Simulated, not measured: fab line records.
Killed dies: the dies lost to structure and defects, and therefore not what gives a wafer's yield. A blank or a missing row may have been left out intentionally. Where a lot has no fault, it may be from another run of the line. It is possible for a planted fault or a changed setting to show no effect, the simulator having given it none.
Matching of chambers | flow nand_harc | NHARC_A_STAIRCASE_DESCUM_168 on rie_diel-04: 4 sister chambers
The step chemistry O2, time 3 s. 8 wafers are shown with their chamber, then 8 later ones without.

== WAFERS WITH THEIR CHAMBER ==
wafer  | chamber | showerhead_plenum_p_Torr (Torr) | drypump_motor_current_A (A)
L079.3 | 3       | 1.79                            | 6.1
L082.3 | 2       | 1.80                            | 5.6
L083.1 | 0       | 2.07                            | 5.9
L083.6 | 1       | 1.90                            | 6.0
L084.1 | 2       | 1.80                            | 5.6
L084.2 | 0       | 2.07                            | 6.0
L084.4 | 1       | 1.90                            | 6.0
L086.1 | 3       | 1.78                            | 6.1

== WAFERS WITHOUT THEIR CHAMBER ==
wafer  | showerhead_plenum_p_Torr (Torr) | drypump_motor_current_A (A)
L086.2 | 1.89                            | 5.9
L086.6 | 2.07                            | 6.0
L093.2 | 1.77                            | 6.0
L093.5 | 1.79                            | 5.6
L093.6 | 1.77                            | 6.1
L092.1 | 1.77                            | 6.1
L092.2 | 2.06                            | 5.9
L092.5 | 1.77                            | 6.1

== EACH ONE'S CHAMBER ==
wafer  | from the rows above | in truth
L086.2 | 1                   | 1
L086.6 | 0                   | 0
L093.2 | 3                   | 3
L093.5 | 2                   | 2
L093.6 | 3                   | 3
L092.1 | 3                   | 3
L092.2 | 0                   | 0
L092.5 | 3                   | 3
8 of 8 placed correctly. Not placeable from these rows: 0. Number placed wrongly: 0.
How it was worked out, from the rows above alone: a wafer's distance from a chamber is the root of the sum, over the readings, of the square of ((its reading less the chamber's mean) divided by the reading's scatter). The wafer belongs to the nearest chamber; if the next one is less than 2 further off, it can't be placed. The mean given for a chamber averages the wafers shown for that chamber. The scatter: the root of (the sum of the squares of (reading less its chamber's mean) over the shown wafers, divided by (wafers less chambers)).
